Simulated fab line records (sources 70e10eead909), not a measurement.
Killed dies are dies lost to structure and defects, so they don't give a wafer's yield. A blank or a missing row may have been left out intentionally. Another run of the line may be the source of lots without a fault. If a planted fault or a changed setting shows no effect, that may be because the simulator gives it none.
Which tool is to blame? + flow nand_harc + 12 lots, 36 wafers sampled, at 6 steps of a route of 1159

## WHAT EACH GAUGE READ, for each wafer
NHARC_P_GATE_INSPECT_68. Usual: 199 for raw_defect_count, sd 75.
| lot  | measured     | on                | raw_defect_count | flag |
|------|--------------|-------------------|------------------|------|
| L591 | day 5 17:17  | defect_inspect-01 | 178 150 165      |      |
| L593 | day 6 05:20  | defect_inspect-01 | 209 209 134      |      |
| L596 | day 6 11:44  | defect_inspect-02 | 197 235 156      |      |
| L595 | day 6 11:58  | defect_inspect-02 | 268 176 201      |      |
| L594 | day 6 15:50  | defect_inspect-01 | 77 165 111       |      |
| L597 | day 7 08:09  | defect_inspect-02 | 200 55 116       |      |
| L599 | day 7 23:17  | defect_inspect-01 | 1067 208 238     | OFF  |
| L600 | day 8 03:02  | defect_inspect-02 | 112 115 183      |      |
| L603 | day 8 23:43  | defect_inspect-02 | 248 232 217      |      |
| L611 | day 10 16:44 | defect_inspect-01 | 162 125 318      |      |
| L609 | day 10 23:16 | defect_inspect-02 | 145 143 97       |      |
| L613 | day 11 07:07 | defect_inspect-01 | 184 220 176      |      |

NHARC_P_CONTACT_OVL_MEAS_13. Usual: overlay_x_nm 0.0 nm, standard deviation 0.77; overlay_y_nm -0.1 nm, standard deviation 0.72.
| lot  | measured     | on         | overlay_x_nm (nm) | overlay_y_nm (nm) | flag |
|------|--------------|------------|-------------------|-------------------|------|
| L591 | day 5 19:07  | overlay-02 | 0.0 0.0 -0.1      | -0.9 -0.5 -0.8    |      |
| L593 | day 6 07:02  | overlay-01 | 0.2 0.6 0.0       | 1.5 1.3 1.3       |      |
| L596 | day 6 13:26  | overlay-02 | 0.1 -0.2 0.4      | -1.2 -1.2 -1.0    |      |
| L595 | day 6 13:41  | overlay-02 | 0.4 0.0 0.3       | -1.1 -1.0 -1.4    |      |
| L594 | day 6 17:25  | overlay-01 | -0.6 -0.4 -0.9    | 0.7 1.1 0.9       |      |
| L597 | day 7 10:07  | overlay-01 | -0.7 -0.9 -0.2    | -0.5 -1.0 -0.8    |      |
| L599 | day 8 00:59  | overlay-01 | 1.4 1.8 1.5       | 0.9 0.3 0.8       |      |
| L600 | day 8 04:38  | overlay-02 | -0.9 -1.0 -0.9    | 0.2 -0.1 0.6      |      |
| L603 | day 9 01:48  | overlay-02 | -0.8 -0.8 -1.0    | -0.9 -1.2 -1.1    |      |
| L611 | day 10 18:35 | overlay-01 | -0.4 -1.0 -0.2    | -0.5 -0.4 -0.7    |      |
| L609 | day 11 00:50 | overlay-02 | -1.1 -1.5 -1.4    | 0.8 0.8 1.2       |      |
| L613 | day 11 08:58 | overlay-01 | 0.8 0.5 1.0       | -0.2 -0.3 -0.2    |      |

NHARC_END_SORT_01. Usual: killed_at_array 28, standard deviation 12; killed_at_other 0.8, standard deviation 1.1; killed_at_periphery 3.6, standard deviation 2.3; killed_dies 32, standard deviation 12; killed_open 3.4, standard deviation 1.9; killed_short 2.0, standard deviation 1.3.
| lot  | measured     | on        | killed_at_array | killed_at_other | killed_at_periphery | killed_dies | killed_open | killed_short | flag |
|------|--------------|-----------|-----------------|-----------------|---------------------|-------------|-------------|--------------|------|
| L599 | day 21 10:28 | prober-02 | 10 16 12        | 3 1 1           | 67 6 6              | 80 23 19    | 4 7 1       | 1 4 5        | OFF  |

## EACH LOT AND THE TOOL THAT RAN IT (in order: tool; ch and the chambers of the sampled wafers; start)
| lot  | NHARC_P_GATE_DESCUM_48             | NHARC_P_GATE_STRIP_112               | NHARC_P_CONTACT_CMP_01        |
|------|------------------------------------|--------------------------------------|-------------------------------|
| L591 | rie_diel-07 ch 0,1, day 5 10:53    | plasma_asher-01 ch 0,1, day 5 13:01  | cmp-03 ch 0,3, day 5 18:11    |
| L593 | rie_diel-10 ch 0,2, day 5 23:05    | plasma_asher-01 ch 0,1, day 6 01:13  | cmp-04 ch 0,2, day 6 06:07    |
| L596 | rie_diel-03 ch 0,2,3, day 6 04:59  | plasma_asher-02 ch 1, day 6 07:07    | cmp-04 ch 0,1,2, day 6 12:32  |
| L595 | rie_diel-10 ch 1,2, day 6 05:27    | plasma_asher-02 ch 0, day 6 07:34    | cmp-02 ch 0,1,2, day 6 12:46  |
| L594 | rie_diel-03 ch 0,1,3, day 6 08:58  | plasma_asher-01 ch 0,1, day 6 11:39  | cmp-02 ch 0,1,3, day 6 16:38  |
| L597 | rie_diel-07 ch 1,2,3, day 7 01:36  | plasma_asher-01 ch 0,1, day 7 03:46  | cmp-03 ch 1,2,3, day 7 09:11  |
| L599 | rie_diel-03 ch 2,3, day 7 16:56    | plasma_asher-02 ch 0,1, day 7 19:10  | cmp-02 ch 1,2,3, day 8 00:04  |
| L600 | rie_diel-10 ch 1,2,3, day 7 20:49  | plasma_asher-01 ch 0,1, day 7 23:02  | cmp-04 ch 0,1,3, day 8 03:52  |
| L603 | rie_diel-07 ch 0,3, day 8 16:04    | plasma_asher-01 ch 0,1, day 8 19:04  | cmp-04 ch 1,2,3, day 9 01:01  |
| L611 | rie_diel-03 ch 1,2,3, day 10 10:14 | plasma_asher-01 ch 0,1, day 10 12:25 | cmp-02 ch 1,2,3, day 10 17:40 |
| L609 | rie_diel-03 ch 1,2, day 10 16:26   | plasma_asher-01 ch 0,1, day 10 19:08 | cmp-03 ch 1,2,3, day 11 00:03 |
| L613 | rie_diel-10 ch 0,1,3, day 11 00:52 | plasma_asher-01 ch 1, day 11 02:54   | cmp-03 ch 1,2,3, day 11 08:10 |
- NHARC_P_GATE_DESCUM_48: chemistry O2, time 3 s.
- NHARC_P_GATE_STRIP_112: strips in N2/H2, time 200 s.
- NHARC_P_CONTACT_CMP_01: polishes SiO2, target thk 200 nm.

## WHAT THE TOOLS THEMSELVES READ (means of the sampled wafers that have a number; where no wafer has one, the mark that the record gives instead)
NHARC_P_GATE_DESCUM_48. Usual: drypump_motor_current_A 5.80 A, standard deviation 0.26; oes_product_au 1.001 a.u., standard deviation 0.008; rf_vpp_V 57.8 V, standard deviation 0.9; showerhead_plenum_p_Torr 1.95 Torr, standard deviation 0.085; throttle_valve_pct 11.311 %, standard deviation 0.0082.
| lot  | tool        | drypump_motor_current_A (A) | oes_product_au (a.u.) | rf_vpp_V (V) | showerhead_plenum_p_Torr (Torr) | throttle_valve_pct (%) | flag |
|------|-------------|-----------------------------|-----------------------|--------------|---------------------------------|------------------------|------|
| L591 | rie_diel-07 | 5.80                        | 0.988                 | 56.6         | 1.80                            | 11.304                 |      |
| L593 | rie_diel-10 | 5.56                        | 1.004                 | 58.4         | 2.02                            | 11.319                 |      |
| L596 | rie_diel-03 | 5.76                        | 1.003                 | 58.2         | 1.97                            | 11.306                 |      |
| L595 | rie_diel-10 | 5.89                        | 1.002                 | 57.9         | 1.97                            | 11.317                 |      |
| L594 | rie_diel-03 | 5.77                        | 0.997                 | 57.7         | 2.01                            | 11.316                 |      |
| L597 | rie_diel-07 | 5.76                        | 0.998                 | 57.5         | 1.87                            | 11.309                 |      |
| L599 | rie_diel-03 | 5.85                        | 1.004                 | 57.9         | 1.97                            | 11.312                 |      |
| L600 | rie_diel-10 | 5.86                        | 1.000                 | 56.9         | 1.99                            | 11.305                 |      |
| L603 | rie_diel-07 | 5.90                        | 1.000                 | 57.4         | 1.91                            | 11.307                 |      |
| L611 | rie_diel-03 | 5.85                        | 0.990                 | 58.9         | 2.00                            | 11.321                 |      |
| L609 | rie_diel-03 | 5.77                        | 0.996                 | 58.6         | 1.99                            | 11.311                 |      |
| L613 | rie_diel-10 | 5.60                        | 0.999                 | 57.8         | 1.99                            | 11.315                 |      |

NHARC_P_GATE_STRIP_112. Usual: drypump_motor_current_A 6.0 A, standard deviation 0.32; heater_power_w 81 W, standard deviation 5.4.
| lot  | tool            | drypump_motor_current_A (A) | heater_power_w (W) | flag |
|------|-----------------|-----------------------------|--------------------|------|
| L591 | plasma_asher-01 | 6.0                         | 79                 |      |
| L593 | plasma_asher-01 | 5.8                         | 84                 |      |
| L596 | plasma_asher-02 | 6.4                         | 80                 |      |
| L595 | plasma_asher-02 | 5.9                         | 82                 |      |
| L594 | plasma_asher-01 | 6.1                         | 78                 |      |
| L597 | plasma_asher-01 | 6.0                         | 79                 |      |
| L599 | plasma_asher-02 | 6.1                         | 80                 |      |
| L600 | plasma_asher-01 | 6.1                         | 78                 |      |
| L603 | plasma_asher-01 | 6.1                         | 78                 |      |
| L611 | plasma_asher-01 | 6.1                         | 79                 |      |
| L609 | plasma_asher-01 | 5.8                         | 82                 |      |
| L613 | plasma_asher-01 | 5.6                         | 89                 |      |

NHARC_P_CONTACT_CMP_01. Usual: motor_current_A 11.7 A, standard deviation 1.5; slurry_filter_dp_kPa 13.49 kPa, standard deviation 0.13.
| lot  | tool   | motor_current_A (A) | slurry_filter_dp_kPa (kPa) | flag |
|------|--------|---------------------|----------------------------|------|
| L591 | cmp-03 | 14.1                | 13.44                      |      |
| L593 | cmp-04 | 10.9                | 13.45                      |      |
| L596 | cmp-04 | 11.4                | 13.42                      |      |
| L595 | cmp-02 | 11.7                | 13.37                      |      |
| L594 | cmp-02 | 11.5                | 13.56                      |      |
| L597 | cmp-03 | 11.7                | 13.55                      |      |
| L599 | cmp-02 | 11.8                | 13.46                      |      |
| L600 | cmp-04 | 10.7                | 13.61                      |      |
| L603 | cmp-04 | 11.9                | 13.44                      |      |
| L611 | cmp-02 | 12.0                | 13.37                      |      |
| L609 | cmp-03 | 11.7                | 13.61                      |      |
| L613 | cmp-03 | 11.8                | 13.49                      |      |

## THE ANSWER, worked out from the rows above alone
Rule: lot off if the mean of its wafers having a number is beyond 3 standard deviations from the usual mean. Also off: a lot with no number at a reading for which 4 or more lots have one. Any other lot the step has rows for is counted as sound. Order of review: gauges by route order, followed by the tools' own readings, for which a lot's mean as printed above is used. At the first step where some lot is off, the reading lying furthest off is the one used; lots without a number count as furthest.
Off: L599, at NHARC_P_GATE_INSPECT_68 (raw_defect_count).
A tool fits if, at a process step before that reading, it ran every lot that is off, and no sound lot after the first of them. The gauges at NHARC_P_GATE_INSPECT_68 aren't tried: what is off there is off at NHARC_END_SORT_01 too, on other tools, and a gauge's error can't cause that. One fits: plasma_asher-02 at NHARC_P_GATE_STRIP_112. A fault onset in the window from L595 (day 6 07:34, its last sound lot) to L599 (day 7 19:10, its first lot off) fits.

## WHAT THE SIMULATOR HAD INSERTED
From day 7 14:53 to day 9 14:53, plasma_asher-02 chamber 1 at NHARC_P_GATE_STRIP_112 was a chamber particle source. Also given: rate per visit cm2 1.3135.
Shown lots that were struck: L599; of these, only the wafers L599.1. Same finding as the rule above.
